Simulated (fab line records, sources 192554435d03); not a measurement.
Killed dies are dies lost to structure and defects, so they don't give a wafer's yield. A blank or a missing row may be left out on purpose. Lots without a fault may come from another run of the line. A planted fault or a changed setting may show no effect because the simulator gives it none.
Chamber matching | flow n5_finfet | N5_HKMG_FIN_ALD_71 on ald_metal-04: 4 sister chambers
The step deposits TiN, target thk 1 nm, pulse time 1 s, purge time 3 s. 18 wafers are shown with their chamber, then 9 later ones without.

WAFERS WITH THEIR CHAMBER
wafer  | chamber | heater_power_outer_w (W) | heater_power_w (W) | precursor_pulse_height_rel
L076.1 | 3       | 547                      | 882                | 1.003
L076.3 | 2       | 465                      | 760                | 1.012
L076.5 | 3       | 535                      | 866                | 0.990
L078.3 | 0       | 473                      | 814                | 1.005
L078.5 | 3       | 535                      | 856                | 0.998
L078.6 | 0       | 479                      | 781                | 1.014
L080.2 | 1       | 558                      | 875                | 0.976
L080.3 | 0       | 471                      | 785                | 1.014
L080.6 | 2       | 456                      | 743                | 1.021
L081.1 | 2       | 465                      | 737                | 1.010
L081.4 | 0       | 474                      | 780                | 0.994
L081.6 | 0       | 459                      | 801                | 0.987
L084.1 | 1       | 567                      | 873                | 0.978
L084.5 | 0       | 478                      | 780                | 1.018
L084.6 | 1       | 555                      | 867                | 1.011
L085.2 | 0       | 466                      | 775                | 0.967
L085.3 | 1       | 579                      | 862                | 0.996
L085.5 | 0       | 465                      | 790                | 1.022

SIGNATURES (means of the wafers above)
reading                    | chamber 0 | chamber 1 | chamber 2 | chamber 3 | scatter within a chamber
heater_power_outer_w       | 470.62    | 564.75    | 462.00    | 539.00    | 7.69
heater_power_w             | 788.25    | 869.25    | 746.67    | 868.00    | 11.8
precursor_pulse_height_rel | 1.00263   | 0.99025   | 1.01433   | 0.99700   | 0.0157
Rule: a wafer's distance from a chamber is the root of the sum, over the readings, of the square of ((its reading less the chamber's mean) divided by the reading's scatter). The wafer belongs to the nearest chamber; if the next one is less than 2 further off, it can't be placed. The scatter: the root of (the sum of the squares of (reading less its chamber's mean) over the shown wafers, divided by (wafers less chambers)).

WAFERS WITHOUT THEIR CHAMBER
wafer  | heater_power_outer_w (W) | heater_power_w (W) | precursor_pulse_height_rel
L088.1 | 569                      | 884                | 1.018
L088.3 | 524                      | 869                | 0.995
L088.5 | 552                      | 878                | 0.992
L092.1 | 542                      | 851                | 0.987
L092.2 | 472                      | 803                | 0.993
L092.3 | 535                      | 859                | 0.996
L095.2 | 463                      | 793                | 0.992
L095.3 | 530                      | 867                | 1.010
L095.4 | 568                      | 862                | 1.012

WHICH CHAMBER EACH WENT THROUGH
wafer  | from the rows above     | in truth
L088.1 | 1                       | 1
L088.3 | 3                       | 3
L088.5 | can't be placed: 1 or 3 | 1
L092.1 | can't be placed: 3 or 1 | 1
L092.2 | 0                       | 0
L092.3 | 3                       | 3
L095.2 | 0                       | 0
L095.3 | 3                       | 3
L095.4 | 1                       | 1
Placed correctly: 7 of 9. Can't be placed from these rows: 2 (the true chamber is among the candidates in 2). Placed wrongly: 0.
